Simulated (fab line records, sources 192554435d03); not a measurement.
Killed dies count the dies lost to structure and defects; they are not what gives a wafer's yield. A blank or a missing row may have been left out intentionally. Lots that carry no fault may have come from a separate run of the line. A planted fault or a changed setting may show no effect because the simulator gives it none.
Matching of chambers | flow n5_finfet | N5_SD_EPI_P_ETCH_47 on rie_diel-05 has 4 sister chambers
The step etches SiOCN in CH3F/O2, target depth 25 nm. 4 wafers are shown with their chamber, then 6 later ones without.

## EACH WAFER AND ITS CHAMBER
wafer  | chamber | showerhead_plenum_p_Torr (Torr)
L929.4 | 0       | 1.89
L929.5 | 1       | 1.99
L940.4 | 3       | 2.12
L940.6 | 2       | 1.94

## WAFERS MISSING THEIR CHAMBER
wafer  | showerhead_plenum_p_Torr (Torr)
L942.1 | 2.12
L942.5 | 1.88
L942.6 | 2.12
L943.3 | 1.94
L943.5 | 1.88
L943.6 | 2.12

## EACH ONE'S CHAMBER
wafer  | from the rows above | in truth
L942.1 | 3                   | 3
L942.5 | 0                   | 0
L942.6 | 3                   | 3
L943.3 | 2                   | 2
L943.5 | 0                   | 0
L943.6 | 3                   | 3
Correctly placed: 6 of 6. Left unplaced by these rows: 0. Number placed wrongly: 0.
How it was worked out, from the rows above alone: a wafer's distance from a chamber is the root of the sum, over the readings, of the square of ((its reading less the chamber's mean) divided by the reading's scatter). If the next closest chamber is less than 2 further off than the closest, the wafer can't be placed; otherwise it belongs to the closest. The mean given for a chamber averages the wafers shown for that chamber. The scatter: root of mean squared gap, hidden wafer to nearest shown wafer, with one shown wafer a chamber.
